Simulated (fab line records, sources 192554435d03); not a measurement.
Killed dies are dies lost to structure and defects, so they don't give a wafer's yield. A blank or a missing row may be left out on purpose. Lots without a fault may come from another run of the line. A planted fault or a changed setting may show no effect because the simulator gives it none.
Split-lot experiment | flow n5_finfet | 7 lots, 21 wafers read, on a route of 1938 steps

THE SPLIT
At N5_BEOL_M1_TRENCH_ETCH_37 (etches SiOC in C4F6/O2, target depth 55.207 nm, time 29 s), the setting bias_w was moved away from the recipe's 185 W on 6 of the 21 wafers read, by -9.6% to +4.7%. The other wafers ran this setting at the recipe's value.

The reading is taken at the split's own step.

THE READING
rf_vpp_V, in V, at N5_BEOL_M1_TRENCH_ETCH_37 (etches SiOC in C4F6/O2, target depth 55.207 nm, time 29 s). Fault-free wafers of this fab line usually give 667 V, standard deviation 11 V.

wafer  | tool, chamber at the split | bias_w as run, W | against the recipe | rf_vpp_V, V | against lot-mates on the recipe
L074.1 | rie_diel-01, 3             | 185              | recipe             | 673         | -
L074.2 | rie_diel-01, 0             | 185              | recipe             | 663         | -
L074.4 | rie_diel-01, 1             | 169.4            | -8.4%              | 623         | -45
L077.1 | rie_diel-01, 3             | 193.7            | +4.7%              | 696         | no lot-mate on the recipe
L077.5 | rie_diel-01, 3             | 193.7            | +4.7%              | 697         | no lot-mate on the recipe
L077.6 | rie_diel-01, 2             | 193.7            | +4.7%              | 688         | no lot-mate on the recipe
L079.1 | rie_diel-03, 0             | 185              | recipe             | 673         | -
L079.2 | rie_diel-03, 2             | 185              | recipe             | 662         | -
L079.3 | rie_diel-03, 3             | 185              | recipe             | 656         | -
L080.1 | rie_diel-03, 0             | 185              | recipe             | 675         | -
L080.4 | rie_diel-03, 0             | 185              | recipe             | 673         | -
L080.6 | rie_diel-03, 3             | 185              | recipe             | 655         | -
L084.2 | rie_diel-03, 1             | 185              | recipe             | 688         | -
L084.3 | rie_diel-03, 0             | 176.1            | -4.8%              | 647         | -28
L084.6 | rie_diel-03, 2             | 185              | recipe             | 661         | -
L090.2 | rie_diel-01, 3             | 185              | recipe             | 671         | -
L090.4 | rie_diel-01, 1             | 185              | recipe             | 666         | -
L090.5 | rie_diel-01, 1             | 185              | recipe             | 668         | -
L092.1 | rie_diel-01, 1             | 185              | recipe             | 666         | -
L092.2 | rie_diel-01, 3             | 185              | recipe             | 672         | -
L092.3 | rie_diel-01, 2             | 167.2            | -9.6%              | 614         | -55

THE FIT
A straight line over all 21 wafers: rf_vpp_V changes by +5.39 V for each +1% of bias_w; r = +0.93; the points scatter about the line by 7.5 V.
The same after taking each lot's own level away (the mean of its wafers on the recipe; 18 wafers): +5.57 V for each +1%; r = +0.92; scatter 7.3 V.
On that fit, the largest move of bias_w shifts the reading by 54 V.
The lots' own levels span 663.7 to 674.5 V, that is 1.0 times the standard deviation above.
So the lot-to-lot level changes the slope little: the two slopes agree.
Check: with one of the wafers moved furthest among these (-9.6%) left out of the fit, the line predicts -52.2 V for it against its lot-mates. It came out at -55 V against them.
Tool readings at the split's step, against how far the setting was moved: rf_vpp_V r = +0.93.

OTHER SPLITS ON THESE WAFERS
These wafers also went through other splits before the reading. Each is held against what the fit with the lots' levels taken away leaves over:
other split on the same wafers            | wafers away from the commonest value | r with rf_vpp_V (lot level and that fit taken away)
N5_BEOL_M0_TRENCH_ETCH_107 target_depth_a | 9                                    | +0.22
N5_BEOL_M0_ETCH_109 bias_w                | 7                                    | -0.06
N5_BEOL_M1_ALD_98 ald_cycles              | 4                                    | +0.05

THE FILE'S OWN FIT
rf_vpp_V changes by +5.52 V for each +1% of bias_w, r = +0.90.
